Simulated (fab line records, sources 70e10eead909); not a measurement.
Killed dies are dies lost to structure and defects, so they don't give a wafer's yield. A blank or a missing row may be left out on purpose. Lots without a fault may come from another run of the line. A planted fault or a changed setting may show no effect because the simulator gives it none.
fab line records | flow nand_harc
record lots=13 wafers=39 last_day=24
route steps=1159 shown A_CONTACT@840 A_M1@1039 A_BONDPAD@1072 END@1159
lots that met no fault: from a run of the same line without faults
start_h: hours from the record's first day to the start of the lot's first wafer shown | wait_h: hours since the lot's step before | " the same as in the row above | L1.1+2: a row that stands for several wafers | - no value, or no start given | * or withheld: withheld | < > ~ a bound
route shown NAME@n: a module of which the file shows steps, and the number in the route of the first | usual: mean/standard deviation of fault-free wafers | same: alike in all rows | chamber/n: place in a boat | sites: the reading at each site | _std_site: their standard deviation | _edge_site: outer sites' mean less inner sites' | radius_mm: how far each site lies from the wafer's centre | mask NAME#n: copy n | behind: the tool/chamber that last shaped the wafer | hold: why the lot was held/for how many hours/how that ended | device: the transistor (n, p or np) that didn't switch | end of line: the same wafers' tests at the end of the route | a step without rows: its recipe alone | killed: dies lost to structure and defects at the first sort, not the wafer's yield | map: a wafer's dies, x killed, . not, _ none there
set.NAME: the setting as run; set.NAME@STEP: as run at that earlier step | model.NAME: the simulator's own value behind a step, which no gauge read
steps of the route over a sample of lots; a table a step, a row a wafer
services: from which hour (start_h, from the record's first day; less than 0 if before it) a tool's chamber was out of use, for how many hours, and why
## steps
# step NHARC_A_CONTACT_DEP_24
# recipe target_thk_a=5000 temp_c=400 pressure_torr=6.5 rf_w=900 teos_flow_sccm=161.4 flow_sccm=2650 target_thk_nm=500 gas=O2 material=SiO2
# usual heater_power_w=529/100 throttle_valve_pct=15.6/0.86
# columns lot.wafer tool chamber start_h wait_h heater_power_w throttle_valve_pct
L219.2 pecvd-03 0 371.03 0.1 701 15.8
L219.3 " 1 " " 543 14.7
L219.4 " 2 " " 632 13.6
L220.3 pecvd-01 1 374.23 0.1 458 15.5
L220.6 " 0 " " 528 15.7
L220.4 " 2 " " 321 16.0
L221.3 pecvd-03 0 384.11 0.2 534 15.6
L221.5 " 1 " " 513 14.6
L221.4 " 2 " " 649 13.8
L217.3 pecvd-01 0 388.49 0.1 667 15.7
L217.1 " 1 " " 513 15.3
L217.6 " 0 " " 682 15.6
L222.2 pecvd-01 1 396.57 0.2 458 15.0
L222.5 " 2 " " 339 15.9
L222.6 " 0 " " 661 15.7
L223.2 pecvd-03 1 412.75 0.1 500 15.1
L223.3 " 2 " " 530 13.7
L223.4 " 1 " " 521 15.1
L227.3 pecvd-01 2 442.80 0.1 317 15.8
L227.6 " 2 " " 352 15.8
L227.5 " 0 " " 543 15.1
L233.1 pecvd-01 0 453.98 0.1 572 14.8
L233.3 " 2 " " 360 16.0
L233.6 " 1 " " 512 15.6
L228.3 pecvd-02 2 455.05 0.1 456 16.1
L228.1 " 0 " " 671 16.9
L228.4 " 0 " " 726 16.8
L236.1 pecvd-01 1 475.20 0.1 484 15.7
L236.2 " 0 " " 639 15.2
L236.4 " 0 " " 668 15.3
L237.1 pecvd-01 2 486.62 0.1 375 16.0
L237.5 " 2 " " 388 15.7
L237.4 " 1 " " 494 15.8
L238.2 pecvd-01 2 493.52 0.1 367 15.8
L238.1 " 1 " " 410 15.6
L238.6 " 2 " " 387 16.1
L239.2 pecvd-02 1 494.37 0.2 411 16.8
L239.3 " 0 " " 664 16.9
L239.6 " 0 " " 693 17.0
# step NHARC_A_M1_DESCUM_14
# recipe time_s=3 o2_flow_sccm=200 ar_flow_sccm=0 bias_power_w=0 chemistry=O2
# usual chamber_pressure_mTorr=60.00/0.056 drypump_motor_current_A=5.86/0.24 oes_product_au=1.004/0.011 rf_vpp_V=57.8/0.86 showerhead_plenum_p_Torr=1.89/0.069 throttle_valve_pct=11.311/0.0085
# same time_s=3
# columns lot.wafer tool chamber start_h wait_h chamber_pressure_mTorr drypump_motor_current_A oes_product_au rf_hours_counter_h rf_vpp_V showerhead_plenum_p_Torr throttle_valve_pct
L219.3 rie_diel-09 2 406.90 0.1 59.99 6.29 1.017 9 57.7 1.80 11.307
L219.2 " 3 " " 59.97 6.01 0.989 8 56.9 1.81 11.308
L219.4 " 0 " " 59.98 6.07 0.998 10 56.7 1.92 11.304
L220.3 rie_diel-09 1 408.74 0.1 59.99 5.81 1.001 10 57.4 1.87 11.326
L220.4 " 3 " " 59.98 6.02 0.994 8 57.1 1.81 11.303
L220.6 " 1 " " 60.00 5.79 1.002 - 57.5 1.87 11.319
L221.4 rie_diel-09 1 425.95 0.1 59.99 5.84 1.009 11 58.6 1.87 11.319
L221.3 " 3 " " 60.02 5.99 1.002 9 58.3 1.81 11.325
L221.5 " 0 " " 59.93 6.11 1.010 - 59.0 1.92 11.323
L217.3 rie_diel-10 3 433.27 0.1 60.02 5.88 1.034 6 56.6 1.79 11.305
L217.1 " 0 " " 60.13 5.89 0.994 6 58.2 1.89 11.314
L217.6 " 2 " " 60.08 5.93 0.980 - 59.0 1.99 11.309
L222.2 rie_diel-10 3 433.66 0.1 59.94 5.85 1.024 6 58.7 1.79 11.302
L222.6 " 3 " " 60.02 5.85 1.025 - 58.3 1.79 11.303
L222.5 " 0 " " 60.00 5.90 0.983 - 57.9 1.89 11.319
L223.4 rie_diel-07 2 453.83 0.1 59.93 5.51 1.002 1 59.1 1.87 11.306
L223.3 " 0 " " 60.07 6.10 1.009 1 58.2 2.03 11.317
L223.2 " 1 " " 59.95 5.71 1.011 1 56.7 1.94 11.305
L227.3 rie_diel-07 2 480.45 0.1 60.02 5.53 1.018 2 58.0 1.87 11.323
L227.5 " 1 " " 60.06 5.72 1.016 - 58.2 1.94 11.326
L227.6 " 2 " " 60.04 5.50 1.005 - 58.9 1.87 11.312
L228.3 rie_diel-09 0 491.83 0.1 60.08 6.08 1.014 4 57.0 1.92 11.313
L228.4 " 1 " " 60.01 5.81 0.997 4 57.8 1.87 11.321
L228.1 " 2 " " 60.06 6.30 1.012 4 57.9 1.80 11.315
L233.1 rie_diel-10 3 493.12 0.1 60.01 5.85 1.002 11 58.8 1.79 11.329
L233.3 " 2 " " 60.06 5.94 0.999 6 57.9 1.99 11.309
L233.6 " 0 " " 59.93 5.88 0.985 - 58.1 1.89 11.323
L236.4 rie_diel-10 2 516.46 0.1 60.05 5.92 0.976 8 58.2 1.99 11.295
L236.1 " 3 " " 60.03 5.86 1.011 12 56.2 1.79 11.310
L236.2 " 0 " " 60.02 5.87 0.987 12 57.1 1.89 11.311
L237.1 rie_diel-09 2 534.49 0.1 59.92 6.31 1.019 6 57.6 1.80 11.326
L237.4 " 0 " " 59.96 6.04 1.011 6 56.4 1.91 11.301
L237.5 " 1 " " 60.03 5.80 1.000 - 58.3 1.87 11.313
L238.1 rie_diel-09 2 538.25 0.1 59.96 6.30 1.018 6 57.8 1.80 11.316
L238.2 " 3 " " 60.05 5.95 1.006 6 58.9 1.81 11.298
L238.6 " 0 " " 59.92 6.08 1.006 - 57.5 1.91 11.295
L239.3 rie_diel-07 3 539.02 0.1 60.04 5.70 0.986 3 58.8 1.86 11.309
L239.2 " 0 " " 59.89 6.11 1.005 3 57.9 2.03 11.313
L239.6 " 1 " " 59.94 5.73 1.002 - 57.9 1.94 11.310
# step NHARC_A_M1_ANNEAL_31
# recipe temp_c=225 time_s=90
# usual wafer_temp_C_max=225.98/0.25
# same time_s=90
# columns lot.wafer tool chamber start_h wait_h wafer_temp_C_max
L219.2 rtp_anneal-01 0 408.71 - 225.74
L219.3 " 0 " " 225.72
L219.4 " 0 " " 225.71
L220.3 rtp_anneal-01 0 410.60 - 226.32
L220.4 " 0 " " 226.54
L220.6 " 0 " " 226.44
L221.3 rtp_anneal-01 0 432.37 - 226.13
L221.4 " 0 " " 226.03
L221.5 " 0 " " 225.72
L217.1 rtp_anneal-02 0 435.10 0.3 225.68
L217.3 " 0 " " 225.85
L217.6 " 0 " " 225.69
L222.2 rtp_anneal-01 0 435.63 - 226.04
L222.5 " 0 " " 225.55
L222.6 " 0 " " 225.72
L223.2 rtp_anneal-01 0 455.86 0.4 226.11
L223.3 " 0 " " 226.10
L223.4 " 0 " " 226.09
L227.3 rtp_anneal-01 0 482.34 0.3 226.08
L227.5 " 0 " " 226.02
L227.6 " 0 " " 226.11
L228.1 rtp_anneal-01 0 493.61 0.3 226.12
L228.3 " 0 " " 226.04
L228.4 " 0 " " 226.20
L233.1 rtp_anneal-02 0 494.87 - 225.65
L233.3 " 0 " " 225.92
L233.6 " 0 " " 225.88
L236.1 rtp_anneal-02 0 518.90 0.3 225.93
L236.2 " 0 " " 225.84
L236.4 " 0 " " 225.77
L237.1 rtp_anneal-01 0 536.31 - 226.12
L237.4 " 0 " " 226.36
L237.5 " 0 " " 225.89
L238.1 rtp_anneal-01 0 540.11 0.3 226.31
L238.2 " 0 " " 226.45
L238.6 " 0 " " 225.89
L239.2 rtp_anneal-01 0 540.90 - 226.06
L239.3 " 0 " " 226.23
L239.6 " 0 " " 225.55
# step NHARC_A_BONDPAD_CD_MEAS_09
# recipe target_cd_nm=500 landing_energy_ev=500
# usual cd_nm=498.3/2.8
# columns lot.wafer tool chamber start_h wait_h cd_nm
L219.2 cd_sem-02 0 411.44 - 501.8
L219.3 " 0 " " 498.3
L219.4 " 0 " " 500.3
L220.3 cd_sem-02 0 413.24 - 500.5
L220.4 " 0 " " 495.4
L220.6 " 0 " " 493.8
L221.3 cd_sem-01 0 435.02 - 501.8
L221.4 " 0 " " 498.2
L221.5 " 0 " " 499.0
L217.1 cd_sem-03 0 437.85 - 497.0
L217.3 " 0 " " 498.3
L217.6 " 0 " " 498.4
L222.2 cd_sem-03 0 438.45 - 497.2
L222.5 " 0 " " 499.5
L222.6 " 0 " " 497.0
L223.2 cd_sem-01 0 458.55 - 498.5
L223.3 " 0 " " 496.7
L223.4 " 0 " " 496.2
L227.3 cd_sem-02 0 484.86 - 495.7
L227.5 " 0 " " 495.9
L227.6 " 0 " " 495.4
L228.1 cd_sem-01 0 496.72 - 499.1
L228.3 " 0 " " 498.3
L228.4 " 0 " " 502.0
L233.1 cd_sem-02 0 497.67 - 505.4
L233.3 " 0 " " 500.2
L233.6 " 0 " " 502.1
L236.1 cd_sem-03 0 521.63 - 494.0
L236.2 " 0 " " 499.1
L236.4 " 0 " " 497.5
L237.1 cd_sem-03 0 539.06 - 496.8
L237.4 " 0 " " 499.6
L237.5 " 0 " " 501.3
L238.1 cd_sem-02 0 542.91 - 498.6
L238.2 " 0 " " 495.8
L238.6 " 0 " " 498.7
L239.2 cd_sem-02 0 543.58 - 496.1
L239.3 " 0 " " 497.7
L239.6 " 0 " " 501.5
# step NHARC_END_SORT_01
# recipe temp_c=25
# usual killed_at_array=29/11 killed_at_other=0.6/1 killed_at_periphery=3.1/2.1 killed_dies=33/11 killed_open=3.1/1.9 killed_short=1.9/1.5
# same gross_dies=677
# columns lot.wafer tool chamber start_h wait_h killed_at_array killed_at_other killed_at_periphery killed_dies killed_open killed_short
L227.3 prober-02 0 517.16 3.1 33 0 0 33 5 5
L227.5 prober-02 0 518.77 3.7 29 0 3 32 4 3
L227.6 prober-02 0 519.58 4.0 35 0 2 37 4 0
L228.1 prober-01 0 530.69 2.5 25 0 1 26 3 1
L228.3 prober-01 0 532.27 3.1 26 0 3 29 0 3
L228.4 prober-01 0 533.06 3.4 29 0 2 31 1 2
L236.1 prober-02 0 556.77 2.5 135 0 1 136 1 1
L236.2 prober-02 0 557.58 2.8 126 0 1 127 3 1
L236.4 prober-02 0 559.21 3.4 140 0 1 141 1 1
L237.1 prober-01 0 572.93 2.5 123 0 5 128 3 1
L237.4 prober-01 0 575.34 3.4 139 1 1 141 3 0
L237.5 prober-01 0 576.14 3.7 132 0 5 137 2 4
L238.1 prober-02 0 572.95 2.5 144 0 4 148 4 2
L238.2 prober-02 0 573.75 2.8 129 1 2 132 5 3
L238.6 prober-02 0 576.95 4.0 132 1 0 133 2 1
# killed by level:class
L227.3 A_SLIT:chamber_film_flake=7 A_CHANNEL_HOLE_D1:chamber_film_flake=6 A_CONTACT:chamber_film_flake=4 A_CHANNEL_FILL_D1:chamber_film_flake=3 A_CHANNEL_FILL_D1:geometric_particle:open=2 A_CONTACT:geometric_particle:open=2 A_STAIRCASE:chamber_film_flake=2 A_SOURCE_PLATE:geometric_particle:short=1
L227.5 A_SLIT:chamber_film_flake=11 A_CONTACT:chamber_film_flake=5 A_CHANNEL_HOLE_D1:chamber_film_flake=4 A_STAIRCASE:chamber_film_flake=3 A_CONTACT:geometric_particle:short=2 P_GATE:geometric_particle:short=1 P_GATE:geometric_particle:open=1 P_M0:geometric_particle:open=1
L227.6 A_SLIT:chamber_film_flake=18 A_CHANNEL_HOLE_D1:chamber_film_flake=4 A_STAIRCASE:chamber_film_flake=4 A_CONTACT:chamber_film_flake=4 P_CONTACT:geometric_particle:open=1 A_CONTACT:geometric_particle:open=1 A_M0:geometric_particle:open=1 A_M1:geometric_particle:open=1
L228.1 A_CHANNEL_HOLE_D1:chamber_film_flake=17 A_STAIRCASE:chamber_film_flake=3 A_CONTACT:chamber_film_flake=2 P_GATE:geometric_particle:open=1 A_ONON_D1:geometric_particle:open=1 A_CONTACT:geometric_particle:short=1 A_M0:geometric_particle:open=1
L228.3 A_CHANNEL_HOLE_D1:chamber_film_flake=14 A_CONTACT:chamber_film_flake=7 P_ZERO_WELL:chamber_film_flake=3 A_STAIRCASE:chamber_film_flake=2 A_CHANNEL_HOLE_D1:geometric_particle:short=1 A_CHANNEL_FILL_D1:geometric_particle:short=1 A_WL_FILL:geometric_particle:short=1
L228.4 A_CHANNEL_HOLE_D1:chamber_film_flake=19 A_STAIRCASE:chamber_film_flake=5 A_CONTACT:chamber_film_flake=3 P_CONTACT:geometric_particle:short=1 A_CHANNEL_FILL_D1:geometric_particle:short=1 A_BLC:geometric_particle:open=1 P_STI:chamber_film_flake=1
L236.1 A_CONTACT:unspecified=102 A_CHANNEL_HOLE_D1:chamber_film_flake=12 A_SLIT:chamber_film_flake=9 A_CONTACT:chamber_film_flake=7 A_STAIRCASE:chamber_film_flake=2 P_M1:geometric_particle:short=1 A_CONTACT:geometric_particle:open=1 A_WL_FILL:chamber_film_flake=1
L236.2 A_CONTACT:unspecified=94 A_CHANNEL_HOLE_D1:chamber_film_flake=14 A_SLIT:chamber_film_flake=12 A_CONTACT:geometric_particle:open=3 A_CONTACT:chamber_film_flake=2 A_CONTACT:geometric_particle:short=1 P_GATE:chamber_film_flake=1
L236.4 A_CONTACT:unspecified=103 A_SLIT:chamber_film_flake=22 A_CHANNEL_HOLE_D1:chamber_film_flake=7 A_CONTACT:chamber_film_flake=4 A_WL_FILL:chamber_film_flake=3 P_M0:geometric_particle:open=1 A_CHANNEL_HOLE_D1:geometric_particle:short=1
L237.1 A_CONTACT:unspecified=105 A_CHANNEL_HOLE_D1:chamber_film_flake=6 A_CONTACT:chamber_film_flake=5 P_M1:chamber_film_flake=4 A_STAIRCASE:chamber_film_flake=2 A_SGD_CUT:chamber_film_flake=2 P_CONTACT:geometric_particle:open=1 A_CHANNEL_FILL_D1:geometric_particle:short=1
L238.1 A_CONTACT:unspecified=96 A_SLIT:chamber_film_flake=22 A_STAIRCASE:chamber_film_flake=9 A_CHANNEL_HOLE_D1:chamber_film_flake=7 A_CONTACT:chamber_film_flake=7 P_CONTACT:geometric_particle:open=1 P_M0:geometric_particle:open=1 P_M1:geometric_particle:open=1
L238.2 A_CONTACT:unspecified=101 A_SLIT:chamber_film_flake=12 A_CHANNEL_HOLE_D1:chamber_film_flake=4 A_CONTACT:chamber_film_flake=4 A_M0:geometric_particle:open=2 P_M0:geometric_particle:open=1 A_ONON_D1:geometric_particle:short=1 A_ONON_D1:geometric_particle:open=1
L237.4 A_CONTACT:unspecified=103 A_CHANNEL_HOLE_D1:chamber_film_flake=22 A_CONTACT:chamber_film_flake=6 A_SGD_CUT:chamber_film_flake=3 A_CONTACT:geometric_particle:open=2 A_STAIRCASE:geometric_particle:open=1 P_M1:chamber_film_flake=1 A_ZERO_WELL:chamber_film_flake=1
L237.5 A_CONTACT:unspecified=101 A_CHANNEL_HOLE_D1:chamber_film_flake=17 A_CONTACT:chamber_film_flake=6 A_SGD_CUT:chamber_film_flake=3 P_GATE:geometric_particle:short=1 P_CONTACT:geometric_particle:short=1 P_CONTACT:geometric_particle:open=1 A_ONON_D1:geometric_particle:short=1
L238.6 A_CONTACT:unspecified=102 A_SLIT:chamber_film_flake=14 A_CHANNEL_HOLE_D1:chamber_film_flake=5 A_STAIRCASE:chamber_film_flake=4 A_CONTACT:chamber_film_flake=4 A_ONON_D1:geometric_particle:open=1 A_SGD_CUT:geometric_particle:short=1 STARTING-WAFER:geometric_particle:open=1
## services
# columns tool chamber start_h hours kind
rie_diel-07 1 347.39 5.9 repair
rie_diel-09 1 348.07 4.0 repair
rie_diel-10 - 353.50 9.0 pm
pecvd-01 0 360.10 13.8 repair
pecvd-02 - 369.11 0.8 repair
rie_diel-10 2 383.31 1.8 repair
rie_diel-09 3 387.13 3.0 repair
pecvd-03 0 403.70 2.4 repair
rie_diel-07 - 405.20 9.0 pm
rie_diel-10 2 414.26 6.5 repair
pecvd-01 - 418.44 13.0 pm
pecvd-01 0 418.44 13.0 vent_cycle
rie_diel-09 - 431.10 9.0 pm
rie_diel-10 2 438.72 26.1 repair
pecvd-01 2 466.49 4.1 repair
rie_diel-07 - 468.08 0.2 repair
pecvd-01 - 470.73 0.7 repair
pecvd-03 - 473.13 13.0 pm
rie_diel-10 - 486.32 0.4 repair
pecvd-03 - 490.75 6.1 repair
pecvd-02 - 515.09 13.0 pm
rie_diel-07 - 520.65 1.2 repair
rie_diel-10 - 530.50 9.0 pm
rie_diel-07 1 534.29 2.9 repair
## key
first_sign step=NHARC_END_SORT_01 reading=killed_at_array direction=up sigmas=9.8 usual=29 struck=133
effect step=NHARC_END_SORT_01 reading=killed_dies direction=up sigmas=9.7 usual=33 struck=136
more_kills_born_at NHARC_A_CONTACT_DEP_24@pecvd-01=907
met_at NHARC_A_CONTACT_DEP_24
struck_lots L236,L237,L238
tester_left_out L236,L237,L238
not_acting_at NHARC_A_M1_DESCUM_14,NHARC_A_M1_ANNEAL_31,NHARC_A_BONDPAD_CD_MEAS_09
onset_between 453.98 475.20
fault kind=chamber_particle_source tool=pecvd-01 chamber=- onset_h=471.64 steps=NHARC_A_CONTACT_DEP_24 rate_per_visit_cm2=1.925 end_h=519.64
# tester_left_out: of these lots the tester's yield and bins aren't shown, on N5 and GAA mostly nor the transistor test; their killed dies are dies lost to structure and defects alone, not to doping, threshold or leakage, so they don't give the yield
